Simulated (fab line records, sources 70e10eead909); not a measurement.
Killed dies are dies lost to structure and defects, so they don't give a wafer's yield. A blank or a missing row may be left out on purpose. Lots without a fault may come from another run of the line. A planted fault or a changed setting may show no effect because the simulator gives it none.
A struck lot beside a sound one | flow nand_harc | 14 steps out of a route of 1302
Sound: wafers L553.1, L553.3, L553.5. Struck: wafer L569.5. (L569.1, L569.4 of the same lot were not struck and are left out.) The cause comes at the end.
At each step with rows: each side's tool, then ch and its chambers, then its first start. Under that, the readings that differ: sound wafers | struck wafers | difference of the means | sigmas: that difference in standard deviations of wafers without a fault.
alike: readings whose means differ by less than 2 such deviations, and words and numbers that are the same on both sides. not compared: withheld readings, readings that some wafer has no value for, bounds like >300 that may hide the same value, and numbers for which the record gives no deviation and whose values overlap.
The two part at a step that has a row with sigmas, a row that says differs or no value, or rows on one side only. Numbers that don't overlap but have no deviation are shown without sigmas and don't part them. A reading that every wafer of one side lacks parts them only if that side has two wafers or more.

NHARC_A_STAIRCASE_TRIM_187: chemistry O2, time 211.2 s.
  sound on rie_diel-03 ch 0,2,3, day 17 16:35; struck on rie_diel-02 ch 1, day 23 17:22
  reading                         | sound          | struck | difference | sigmas
  showerhead_plenum_p_Torr (Torr) | 3.58 3.29 3.49 | 3.78   | +0.33      | +2
  alike: drypump_motor_current_A, oes_product_au, rf_vpp_V, throttle_valve_pct
  not compared: rf_hours_counter_h
then, 3 steps without rows for these wafers: NHARC_A_STAIRCASE_ETCH_188 (etches the open film in C4F8/O2, target depth 100 nm, time 40.5 s); NHARC_A_STAIRCASE_TRIM_189 (chemistry O2, time 211.2 s); NHARC_A_STAIRCASE_ETCH_190 (etches the open film in C4F8/O2, target depth 100 nm, time 40.5 s).
NHARC_A_STAIRCASE_TRIM_191: chemistry O2, time 211.2 s.
  sound on rie_diel-03 ch 0,3; struck on rie_diel-02 ch 2
  alike: drypump_motor_current_A, oes_product_au, rf_vpp_V, showerhead_plenum_p_Torr, throttle_valve_pct
  not compared: rf_hours_counter_h
NHARC_A_STAIRCASE_ETCH_192: etches the open film in C4F8/O2, target depth 100 nm, time 40.5 s.
  sound on rie_diel-03 ch 0,3; struck on rie_diel-02 ch 3
  alike: oes_product_au, rf_vpp_V, run_length_s
  not compared: rf_hours_counter_h
then, 1 step without rows for these wafers: NHARC_A_STAIRCASE_TRIM_193 (chemistry O2, time 211.2 s).
NHARC_A_STAIRCASE_ETCH_194: etches the open film in C4F8/O2, target depth 100 nm, time 40.5 s.
  sound on rie_diel-03 ch 0,2,3; struck on rie_diel-02 ch 3
  reading          | sound          | struck | difference | sigmas
  run_length_s (s) | 62.0 61.0 61.2 | 62.3   | +0.9       | +2
  alike: oes_product_au, rf_vpp_V
  not compared: rf_hours_counter_h
NHARC_A_STAIRCASE_TRIM_196: chemistry O2, time 211.2 s.
  sound on rie_diel-03 ch 0,3, day 17 18:09; struck on rie_diel-02 ch 0, day 23 18:22
  alike: drypump_motor_current_A, oes_product_au, rf_vpp_V, showerhead_plenum_p_Torr, throttle_valve_pct
  not compared: rf_hours_counter_h
then, 2 steps without rows for these wafers: NHARC_A_STAIRCASE_ETCH_197 (etches the open film in C4F8/O2, target depth 100 nm, time 40.5 s); NHARC_A_STAIRCASE_TRIM_198 (chemistry O2, time 211.2 s).
NHARC_A_STAIRCASE_ETCH_199: etches the open film in C4F8/O2, target depth 100 nm, time 40.5 s.
  sound on rie_diel-03 ch 1,2,3, day 17 19:05; struck on rie_diel-02 ch 0, day 23 18:49
  reading          | sound          | struck | difference | sigmas
  rf_vpp_V (V)     | 894 897 904    | 886    | -12        | -2
  run_length_s (s) | 61.3 61.3 61.9 | 47.8   | -13.7      | -37
  alike: oes_product_au
  not compared: rf_hours_counter_h
then, 1 step without rows for these wafers: NHARC_A_STAIRCASE_TRIM_200 (chemistry O2, time 211.2 s).
-- the record jumps here: 10 days lie between the struck wafers' starts before and after (it left off in module A_STAIRCASE and takes up again in module END, whose first step shown is number 1302 of the route) --
NHARC_END_SORT_01:
  the record has rows for the struck wafers here (prober-01 ch 0, day 33 12:19) and none for the sound ones

WHERE THEY PART
First at NHARC_A_STAIRCASE_TRIM_187; last, within this record, at NHARC_END_SORT_01.

WHY: what the simulator had put in
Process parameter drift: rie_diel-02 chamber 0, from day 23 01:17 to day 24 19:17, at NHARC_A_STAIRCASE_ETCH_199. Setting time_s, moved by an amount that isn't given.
